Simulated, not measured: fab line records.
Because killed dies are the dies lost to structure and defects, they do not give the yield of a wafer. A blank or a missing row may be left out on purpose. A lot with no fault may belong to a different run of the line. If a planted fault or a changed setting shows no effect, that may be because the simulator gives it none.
Code-filled problem report in 8D (eight disciplines) form    flow nand-harc    the parts of the form that need people (team, actions taken, sign-off) are left out

## 1. WHAT WENT WRONG
oes-product-au at NHARC_A_M0_ETCH_34 reads a mean of 0.865 a.u. on 1 wafer of 1 lot; wafers without a fault read 0.999 a.u. with a standard deviation of 0.011. Measured from the usual mean, that is -12 standard deviations.
The step: etches the open film in N2/H2, target depth 40 nm, overetch 12 nm, time 43.94 s.
First seen on wafer L488.3, day 25 22:26, on rie-diel-13. The record has a number at this step for 39 wafers belonging to 13 lots. Rule for "out" (also "out of limits"): further than 4 standard deviations from the usual mean. All remaining wafers that have a number are taken as sound.

## 2. WHAT IT IS; WHAT IT IS NOT
question                     is                 is not
which readings at this step  oes-product-au     drypump-motor-current-A, rf-vpp-V, showerhead-plenum-p-Torr, throttle-valve-pct
which lots                   L488               L483, L492, L493, L494, L496, L497, L498, L499, L500, L501, L502, L503
which wafers of those lots   L488.3             L488.2, L488.6
read on which tools          rie-diel-13        rie-diel-01, rie-diel-08
when                         from day 25 22:26  up to then (5 sound wafers); but 33 sound wafers of L492, L493, L494, L496, L497, L498, L499, L500, L501, L502, L503 came after

## 3. SUSPECTS, AND WHAT RULES EACH OUT
Counting: a tool at a process step up to the reading stays a suspect if it ran every lot that is out. Sound lots after the first of them don't rule it out here, since some wafers of a struck lot are sound.
- pvd-sputter-01 at NHARC_A_BLC_PVD_32 (deposits Ti, target thk 5 nm, time 17.7 s): kept. It ran the lot that is out, L488 (day 25 21:15). Because NHARC_A_BLC_PVD_32 lacks a start for some lots, the hours and order of its lots are taken from NHARC_A_BLC_INSPECT_28.
- rie-diel-13 at NHARC_A_M0_ETCH_34 (etches the open film in N2/H2, target depth 40 nm, overetch 12 nm, time 43.94 s): kept. It ran the lot that is out, L488 (day 25 22:26). Out on those wafers are its own readings of oes-product-au.
- The sound lot-mates ran in chamber 3 of rie-diel-13 at NHARC_A_M0_ETCH_34, but the wafers that are out ran in chamber 0.
After counting, pvd-sputter-01 at NHARC_A_BLC_PVD_32 and rie-diel-13 at NHARC_A_M0_ETCH_34 remain.

## 4. THE CAUSE (what the simulator had put in)
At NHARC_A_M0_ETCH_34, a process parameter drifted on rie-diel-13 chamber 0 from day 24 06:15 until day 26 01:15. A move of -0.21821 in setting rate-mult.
Of the 2 suspects that counting leaves, this tool is one.

## 5. THE EFFECT CHAIN, in route order
Each row: a reading whose mean over the struck wafers that have a number lies more than 3 standard deviations from the usual. Readings are gone through only where the record gives a usual standard deviation; hours: the median, over the lots, of the time from a lot's start at the first step in this table giving one to that lot's start at this step; sigmas: the change measured in usual standard deviations.
hours  step                reading         usual       on struck wafers  change  sigmas
0      NHARC_A_M0_ETCH_34  oes-product-au  0.999 a.u.  0.865             -0.134  -12
The process steps in it:
- NHARC_A_M0_ETCH_34: etches the open film in N2/H2, target depth 40 nm, overetch 12 nm, time 43.94 s.
At these later measuring or inspecting steps, every struck wafer for which the step has a row has a number for every such reading, and none has moved that far: NHARC_END_SORT_01.

## 6. WHAT WOULD HAVE CAUGHT IT SOONER
First out-of-limits reading in this record: day 25 22:26, which is 40 hours after fault onset at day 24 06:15.
